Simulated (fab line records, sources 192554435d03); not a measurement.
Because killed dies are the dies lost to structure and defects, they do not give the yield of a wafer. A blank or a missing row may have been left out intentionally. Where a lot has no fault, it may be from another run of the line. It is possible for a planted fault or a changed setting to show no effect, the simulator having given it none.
Matching of chambers + flow n5_finfet + 4 sister chambers for N5_FIN_SAQP_HM_OPEN_33 on rie_diel-05
The step chemistry CH3F/O2, target SiNx, target depth 49.4 nm, time 70.6 s. 14 wafers are shown with their chamber, then 7 later ones without.

WAFERS, EACH WITH ITS CHAMBER
| wafer  | chamber | drypump_motor_current_A (A) | showerhead_plenum_p_Torr (Torr) | rf_vpp_V (V) |
|--------|---------|-----------------------------|---------------------------------|--------------|
| L074.1 | 1       | 5.4                         | 1.91                            | 293          |
| L074.3 | 3       | 6.7                         | 2.09                            | 298          |
| L074.5 | 0       | 6.3                         | 2.05                            | 307          |
| L076.4 | 3       | 6.6                         | 2.09                            | 296          |
| L076.5 | 3       | 6.6                         | 2.09                            | 298          |
| L076.6 | 0       | 6.3                         | 2.05                            | 305          |
| L082.1 | 1       | 5.4                         | 1.90                            | 292          |
| L082.3 | 3       | 6.6                         | 2.08                            | 297          |
| L082.6 | 0       | 6.3                         | 2.05                            | 305          |
| L083.2 | 1       | 5.4                         | 1.90                            | 292          |
| L083.3 | 0       | 6.3                         | 2.05                            | 304          |
| L083.4 | 2       | 5.8                         | 2.07                            | 295          |
| L088.2 | 3       | 6.6                         | 2.08                            | 297          |
| L088.5 | 0       | 6.3                         | 2.05                            | 305          |

SIGNATURES (averages over the wafers above)
| reading                  | chamber 0 | chamber 1 | chamber 2 | chamber 3 | scatter within a chamber |
|--------------------------|-----------|-----------|-----------|-----------|--------------------------|
| drypump_motor_current_A  | 6.300     | 5.400     | 5.800     | 6.620     | 0.0283                   |
| showerhead_plenum_p_Torr | 2.0500    | 1.9033    | 2.0700    | 2.0860    | 0.00432                  |
| rf_vpp_V                 | 305.20    | 292.33    | 295.00    | 297.20    | 0.909                    |
Rule: distance of a wafer from a chamber = root of the sum over the readings of ((wafer's reading minus chamber's mean) / reading's scatter) squared. The wafer belongs to the nearest chamber; if the next one is less than 2 further off, it can't be placed. The scatter: take each reading less its chamber's mean, square it, sum over the shown wafers, divide by the number of wafers less the number of chambers, and take the root.

WAFERS WITHOUT THEIR CHAMBER
| wafer  | drypump_motor_current_A (A) | showerhead_plenum_p_Torr (Torr) | rf_vpp_V (V) |
|--------|-----------------------------|---------------------------------|--------------|
| L088.6 | 6.6                         | 2.08                            | 297          |
| L094.1 | 6.7                         | 2.07                            | 297          |
| L094.5 | 5.4                         | 1.89                            | 291          |
| L094.6 | 6.3                         | 2.04                            | 304          |
| L096.3 | 6.3                         | 2.04                            | 304          |
| L096.4 | 5.8                         | 2.06                            | 295          |
| L096.6 | 6.6                         | 2.07                            | 296          |

CHAMBER TAKEN BY EACH
| wafer  | from the rows above | in truth |
|--------|---------------------|----------|
| L088.6 | 3                   | 3        |
| L094.1 | 3                   | 3        |
| L094.5 | 1                   | 1        |
| L094.6 | 0                   | 0        |
| L096.3 | 0                   | 0        |
| L096.4 | 2                   | 2        |
| L096.6 | 3                   | 3        |
Placed correctly: 7 of 7. Can't be placed from these rows: 0. Placed wrongly: 0.
